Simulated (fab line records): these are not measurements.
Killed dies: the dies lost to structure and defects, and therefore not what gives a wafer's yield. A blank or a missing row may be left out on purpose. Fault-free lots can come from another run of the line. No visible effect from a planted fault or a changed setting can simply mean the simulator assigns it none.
Chamber matching || flow n5Finfet || 4 sister chambers for N5_SD_EPI_P_SD_RECESS_17 on rieSi-02
The step chemistry HBr/Cl2/O2, target depth 39.1 nm, bt time 3 s. 4 wafers are shown with their chamber, then 7 later ones without.

## WAFERS PAIRED WITH THEIR CHAMBERS
{"wafer": "L081.6", "chamber": 3, "drypumpMotorCurrentA (A)": 6.4}
{"wafer": "L084.6", "chamber": 1, "drypumpMotorCurrentA (A)": 5.3}
{"wafer": "L085.2", "chamber": 0, "drypumpMotorCurrentA (A)": 5.3}
{"wafer": "L085.3", "chamber": 2, "drypumpMotorCurrentA (A)": 6.4}

## WAFERS WHOSE CHAMBER IS MISSING
{"wafer": "L085.5", "drypumpMotorCurrentA (A)": 6.4}
{"wafer": "L094.1", "drypumpMotorCurrentA (A)": 6.4}
{"wafer": "L094.2", "drypumpMotorCurrentA (A)": 5.3}
{"wafer": "L094.4", "drypumpMotorCurrentA (A)": 5.4}
{"wafer": "L096.1", "drypumpMotorCurrentA (A)": 5.3}
{"wafer": "L096.3", "drypumpMotorCurrentA (A)": 6.4}
{"wafer": "L096.5", "drypumpMotorCurrentA (A)": 6.3}

## WHICH CHAMBER EACH ONE RAN IN
{"wafer": "L085.5", "from the rows above": "can't be placed: 2 or 3", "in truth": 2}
{"wafer": "L094.1", "from the rows above": "can't be placed: 2 or 3", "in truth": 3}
{"wafer": "L094.2", "from the rows above": "can't be placed: 0 or 1", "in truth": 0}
{"wafer": "L094.4", "from the rows above": "can't be placed: 0 or 1", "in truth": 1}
{"wafer": "L096.1", "from the rows above": "can't be placed: 0 or 1", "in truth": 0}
{"wafer": "L096.3", "from the rows above": "can't be placed: 2 or 3", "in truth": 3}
{"wafer": "L096.5", "from the rows above": "can't be placed: 2 or 3", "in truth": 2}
Placed correctly: 0 of 7. From these rows, 7 cannot be placed; in 7 the true chamber is one of the candidates. Number placed wrongly: 0.
How it was worked out, from the rows above alone: a wafer's distance from a chamber is the root of the sum, over the readings, of the square of ((its reading less the chamber's mean) divided by the reading's scatter). The wafer belongs to the nearest chamber; if the next one is less than 2 further off, it can't be placed. For every chamber, the mean is computed from those of its wafers that are shown. The scatter (one wafer shown for each chamber): square how far every hidden wafer sits from the nearest shown wafer, average those squares and take the square root.
